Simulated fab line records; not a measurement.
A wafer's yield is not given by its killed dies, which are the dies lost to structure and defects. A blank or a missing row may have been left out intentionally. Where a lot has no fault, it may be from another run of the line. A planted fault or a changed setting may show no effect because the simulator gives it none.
A single fault, viewed from 2 desks | flow n5Finfet | numbers are kept per desk, each desk with only its own; the story behind them comes last

## AT THE TOOL OWNER'S DESK: rieDiel-01
The tool's own readings at N5_BEOL_M3_TRENCH_ETCH_37 (etches SiOC in C4F6/O2, target depth 55.555 nm, time 29.2 s): means of the sampled wafers that have a number, for each lot that ran on this tool. A lot is out of limits, marked OUT, if its mean lies more than 4 standard deviations from the usual mean; the brackets give that distance.
Columns: A = biasW at N5_BEOL_M3_TRENCH_ETCH_37, usual 185.0 W; B = drypumpMotorCurrentA at N5_BEOL_M3_TRENCH_ETCH_37, usual 5.4 A; C = oesProductAu at N5_BEOL_M3_TRENCH_ETCH_37, usual 0.74 a.u.; D = rfVppV at N5_BEOL_M3_TRENCH_ETCH_37, usual 663 V; E = showerheadPlenumPTorr at N5_BEOL_M3_TRENCH_ETCH_37, usual 2.81 Torr; F = throttleValvePct at N5_BEOL_M3_TRENCH_ETCH_37, usual 20.86 %
lot  | first seen here | A               | B   | C    | D   | E    | F
L155 | day 7 23:22     | 184.6           | 5.3 | 0.73 | 662 | 2.81 | 20.92
L158 | day 8 13:22     | 185.0           | 5.5 | 0.75 | 664 | 2.81 | 20.82
L162 | day 9 21:14     | 192.0 (+12) OUT | 5.5 | 0.74 | 683 | 2.81 | 20.85
L164 | day 10 12:41    | 192.0 (+12) OUT | 5.8 | 0.73 | 681 | 2.76 | 20.78
L175 | day 12 20:02    | 185.0           | 5.7 | 0.74 | 660 | 2.70 | 20.71
This desk finds L162, L164 out of limits, L162 being first, at day 9 21:14 (biasW at N5_BEOL_M3_TRENCH_ETCH_37). In limits: L155, L158, L175.

## METROLOGY DESK
What the gauges read for every lot (on any tool): the sampled wafers with a number, averaged. A lot is out of limits, marked OUT, if its mean lies more than 4 standard deviations from the usual mean; the brackets give that distance. Of its 11 readings 7 are shown: those that lie furthest out on some lot.
Columns: A = DIBL_N at N5_BEOL_M4_RC_MEAS_101, usual 36.5 mV/V; B = IOFF_N at N5_BEOL_M4_RC_MEAS_101, usual 0.163 nA/um; C = IOFF_P at N5_BEOL_M4_RC_MEAS_101, usual 0.22 nA/um; D = ION_N at N5_BEOL_M4_RC_MEAS_101, usual 673 uA/um; E = SS_P at N5_BEOL_M4_RC_MEAS_101, usual 73.4 mV/dec; F = VT_N at N5_BEOL_M4_RC_MEAS_101, usual 249.8 mV; G = VT_P at N5_BEOL_M4_RC_MEAS_101, usual -250 mV
lot  | first seen here | A    | B     | C    | D   | E    | F     | G
L152 | day 7 04:36     | 35.9 | 0.153 | 0.19 | 667 | 73.1 | 251.2 | -254
L155 | day 7 23:40     | 36.4 | 0.167 | 0.24 | 676 | 73.4 | 250.5 | -249
L158 | day 8 13:41     | 37.1 | 0.163 | 0.22 | 677 | 74.2 | 250.0 | -251
L162 | day 9 21:33     | 35.8 | 0.149 | 0.22 | 674 | 73.0 | 252.1 | -248
L164 | day 10 13:00    | 36.5 | 0.163 | 0.23 | 672 | 73.3 | 250.7 | -251
L169 | day 11 20:22    | 37.1 | 0.185 | 0.23 | 686 | 73.6 | 247.1 | -248
L171 | day 11 20:52    | 34.0 | 0.128 | 0.19 | 664 | 73.0 | 254.4 | -253
L172 | day 12 03:04    | 35.8 | 0.154 | 0.19 | 669 | 73.9 | 251.4 | -255
L175 | day 12 20:21    | 37.8 | 0.193 | 0.26 | 674 | 74.2 | 247.3 | -246
This desk found nothing out of limits on any of the 9 lots.

## TAKEN TOGETHER
On L162, L164, at day 9 21:14, an alarm was possible from the tool owner's desk.
At the metrology desk, nothing out of limits was observed.
The metrology desk holds a record of L162, L164, inside its limits.
Of the lots named, all ran N5_BEOL_M3_TRENCH_ETCH_37 on rieDiel-01.

## WHAT THE SIMULATOR HAD PUT IN
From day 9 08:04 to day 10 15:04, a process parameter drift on rieDiel-01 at N5_BEOL_M3_TRENCH_ETCH_37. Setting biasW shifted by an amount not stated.
Lots struck among those shown: L162, L164.
Delay in hours, fault start to first out-of-limits reading, by desk: the tool owner's desk at 13.
